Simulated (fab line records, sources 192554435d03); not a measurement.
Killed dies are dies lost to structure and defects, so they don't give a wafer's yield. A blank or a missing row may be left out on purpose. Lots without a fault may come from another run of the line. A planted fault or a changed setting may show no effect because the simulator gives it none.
Chamber matching | flow n5_finfet | N5_DUMMY_REMOVAL_HM_STRIP_01 on rie_diel-03: 4 sister chambers
The step strips SiNx in CH3F/O2, stops on poly-Si, target depth 4 nm, time 6.8 s. 8 wafers are shown with their chamber, then 8 later ones without.

WAFERS WITH THEIR CHAMBER
wafer  | chamber | throttle_valve_pct (%) | oes_product_au (a.u.)
L080.2 | 2       | 16.73                  | 0.63
L082.2 | 3       | 16.56                  | 0.59
L084.3 | 2       | 16.73                  | 0.63
L084.4 | 0       | 16.46                  | 0.72
L086.2 | 1       | 16.24                  | 0.67
L086.4 | 0       | 16.45                  | 0.72
L086.5 | 3       | 16.55                  | 0.58
L090.3 | 1       | 16.27                  | 0.66

WAFERS WITHOUT THEIR CHAMBER
wafer  | throttle_valve_pct (%) | oes_product_au (a.u.)
L090.4 | 16.75                  | 0.62
L090.6 | 16.26                  | 0.67
L096.1 | 16.59                  | 0.57
L096.2 | 16.77                  | 0.61
L096.5 | 16.60                  | 0.57
L097.1 | 16.49                  | 0.69
L097.2 | 16.61                  | 0.56
L097.4 | 16.28                  | 0.65

WHICH CHAMBER EACH WENT THROUGH
wafer  | from the rows above | in truth
L090.4 | 2                   | 2
L090.6 | 1                   | 1
L096.1 | 3                   | 3
L096.2 | 2                   | 2
L096.5 | 3                   | 3
L097.1 | 0                   | 0
L097.2 | 3                   | 3
L097.4 | 1                   | 1
Placed correctly: 8 of 8. Can't be placed from these rows: 0. Placed wrongly: 0.
How it was worked out, from the rows above alone: a wafer's distance from a chamber is the root of the sum, over the readings, of the square of ((its reading less the chamber's mean) divided by the reading's scatter). The wafer belongs to the nearest chamber; if the next one is less than 2 further off, it can't be placed. A chamber's mean is the mean of its shown wafers. The scatter: the root of (the sum of the squares of (reading less its chamber's mean) over the shown wafers, divided by (wafers less chambers)).
